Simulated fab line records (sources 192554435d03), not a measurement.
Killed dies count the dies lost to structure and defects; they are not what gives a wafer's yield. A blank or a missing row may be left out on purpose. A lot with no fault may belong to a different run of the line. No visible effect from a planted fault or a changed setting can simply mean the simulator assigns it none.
Matching of chambers	flow n5 finfet	cvd co-02 running N5_BEOL_M4_CO_CAP_55: 3 sister chambers
The step material Co, precursor CCTBA/H2, target thk 2 nm, time 102.1 s. 3 wafers are shown with their chamber, then 11 later ones without.

== WAFERS PAIRED WITH THEIR CHAMBERS ==
wafer	chamber	heater power w (W)
L086.4	1	256
L089.3	0	231
L087.3	2	225

== WAFERS WITH NO CHAMBER GIVEN ==
wafer	heater power w (W)
L087.5	249
L087.6	241
L092.2	252
L092.5	253
L092.6	227
L093.1	235
L093.4	227
L093.5	244
L095.2	233
L095.3	223
L095.5	248

== WHICH CHAMBER EACH ONE RAN IN ==
wafer	from the rows above	in truth
L087.5	can't be placed: 1 or 0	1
L087.6	can't be placed: 0 or 1 or 2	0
L092.2	1	1
L092.5	1	1
L092.6	can't be placed: 2 or 0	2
L093.1	can't be placed: 0 or 2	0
L093.4	can't be placed: 2 or 0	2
L093.5	can't be placed: 1 or 0 or 2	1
L095.2	can't be placed: 0 or 2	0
L095.3	can't be placed: 2 or 0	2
L095.5	can't be placed: 1 or 0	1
2 of 11 placed correctly. Unplaceable from these rows: 9, with the true chamber sitting among the candidates in 9. Number placed wrongly: 0.
How it was worked out, from the rows above alone: a wafer's distance from a chamber is the root of the sum, over the readings, of the square of ((its reading less the chamber's mean) divided by the reading's scatter). If the next closest chamber is less than 2 further off than the closest, the wafer can't be placed; otherwise it belongs to the closest. The mean given for a chamber averages the wafers shown for that chamber. The scatter: with one shown wafer a chamber, the root of the mean of the squares of how far each hidden wafer lies from its nearest shown one.
